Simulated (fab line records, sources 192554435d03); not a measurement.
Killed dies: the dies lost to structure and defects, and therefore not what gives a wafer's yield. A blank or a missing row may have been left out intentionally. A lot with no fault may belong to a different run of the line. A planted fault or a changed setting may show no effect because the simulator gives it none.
A struck lot beside a sound one :: flow n5-finfet :: 19 out of 1938 route steps
Sound: the wafers L258.1, L258.3, L258.6. Struck: wafers L257.2, L257.3, L257.5. At the end, the cause is stated.
For every step that has rows: the tool of each side, followed by ch and its chambers, followed by its first start. Under that, the readings that differ: sound wafers :: struck wafers :: difference of the means :: sigmas: that difference in standard deviations of wafers without a fault.
alike: same words and numbers on both sides, and readings whose means sit less than 2 such deviations apart. not compared: any withheld reading, any reading some wafer has no value for, any bound like >300 that may hide the same value, and any number with overlapping values for which the record gives no deviation.
The two part at a step that has a row with sigmas, a row that says differs or no value, or rows on one side only. Non-overlapping numbers with no deviation appear without sigmas and do not part them. A reading that every wafer of one side lacks parts them only if that side has two wafers or more.

N5_BEOL_M13_ETCH_59: etches BARC in N2/H2, target depth 89 nm, overetch 26.7 nm, time 67.9 s.
  sound on rie-diel-04 ch 1,2,3, day 15 00:07; struck on rie-diel-06 ch 1,3, day 15 01:10
reading: showerhead-plenum-p-Torr (Torr)
sound: 2.71 2.50 2.64
struck: 2.39 2.41 2.41
difference: -0.21
sigmas: -2
  alike: drypump-motor-current-A, oes-product-au, rf-vpp-V, throttle-valve-pct
  not compared: rf-hours-counter-h
N5_BEOL_M13_VIA_ETCH_16: etches SiOC in C4F8/O2/Ar, target depth 921.7 nm.
  sound on rie-diel-04 ch 1,2,3, day 15 00:10; struck on rie-diel-06 ch 1,3, day 15 01:13
reading: rf-vpp-V (V)
sound: 670 663 669
struck: 661 661 659
difference: -7
sigmas: -2
  alike: C4F8_flow_sccm, O2_flow_sccm, drypump-motor-current-A, oes-product-au, showerhead-plenum-p-Torr, throttle-valve-pct
N5_BEOL_M13_STRIP_63: strips in N2/H2.
  sound on plasma-asher-02 ch 0,1, day 15 00:24; struck on plasma-asher-02 ch 0,1, day 15 01:26
  alike: drypump-motor-current-A, heater-power-w, oes-product-au, strip-time-to-endpoint-s
  not compared: rf-hours-counter-h
N5_BEOL_M13_STRIP_64: strips in N2/H2.
  sound on plasma-asher-02 ch 0,1, day 15 00:28; struck on plasma-asher-02 ch 0,1, day 15 01:30
reading: strip-time-to-endpoint-s (s)
sound: 31.35 31.41 31.38
struck: 31.19 31.17 31.20
difference: -0.19
sigmas: -2
  alike: drypump-motor-current-A, heater-power-w, oes-product-au
  not compared: rf-hours-counter-h
then, 2 steps without rows for these wafers: N5_BEOL_M13_STRIP_71 (strips in post etch residue remover, time 60 s); N5_BEOL_M13_SRD_72 (time 30 s, dry time 30 s).
N5_BEOL_M13_CD_MEAS_17: the cd target is 190 nm.
  sound on cd-sem-03 at day 15 00:36; struck on cd-sem-01 at day 15 01:39
  alike: cd-nm
then, 5 steps without rows for these wafers: N5_BEOL_M13_COAT_65 (time 60 s, resist thk 350 nm); N5_BEOL_M13_COAT_66 (time 60 s, resist thk 110 nm); N5_BEOL_M13_COAT_22 (resist thk 300 nm); N5_BEOL_M13_EBR_24; N5_BEOL_M13_SOFTBAKE_23 (time 60 s).
N5_BEOL_M13_EXPOSE_25: exposes mask M13, target cd 210 nm.
  sound on krf-scanner-02 ch 0, day 15 00:53; struck on krf-scanner-02 ch 0, day 15 01:49
reading: model.BEOL_M13.overlay-x-nm (nm)
sound: 3.6 3.6 3.6
struck: 22.2 22.2 22.2
difference: +18.6
sigmas: 
  alike: mask, focus-offset-nm
then, 3 steps without rows for these wafers: N5_BEOL_M13_PEB_26 (peb time 90 s); N5_BEOL_M13_DEVELOP_27 (develop time 45 s); N5_BEOL_M13_HARDBAKE_32 (time 120 s).
N5_BEOL_M13_CD_MEAS_28: the cd target is 209.5 nm.
  sound on cd-sem-01 ch 0, day 15 01:04; struck on cd-sem-03 ch 0, day 15 01:59
  alike: cd-nm
N5_BEOL_M13_OVL_MEAS_29:
  sound on overlay-01 ch 0, day 15 01:05; struck on overlay-02 ch 0, day 15 02:01
  alike: M13_OVL
N5_BEOL_M13_INSPECT_30: inspects for defects (macro).
  sound on defect-inspect-02 at day 15 01:07; struck on defect-inspect-02 at day 15 02:02
  alike: raw-defect-count

WHERE THEY PART
Last at N5_BEOL_M13_STRIP_64 as far as this record goes, first at N5_BEOL_M13_ETCH_59. Later steps at which nothing parts them and some readings are alike: N5_BEOL_M13_CD_MEAS_17, N5_BEOL_M13_EXPOSE_25, N5_BEOL_M13_CD_MEAS_28, N5_BEOL_M13_OVL_MEAS_29, N5_BEOL_M13_INSPECT_30.

WHY: the cause the simulator had injected
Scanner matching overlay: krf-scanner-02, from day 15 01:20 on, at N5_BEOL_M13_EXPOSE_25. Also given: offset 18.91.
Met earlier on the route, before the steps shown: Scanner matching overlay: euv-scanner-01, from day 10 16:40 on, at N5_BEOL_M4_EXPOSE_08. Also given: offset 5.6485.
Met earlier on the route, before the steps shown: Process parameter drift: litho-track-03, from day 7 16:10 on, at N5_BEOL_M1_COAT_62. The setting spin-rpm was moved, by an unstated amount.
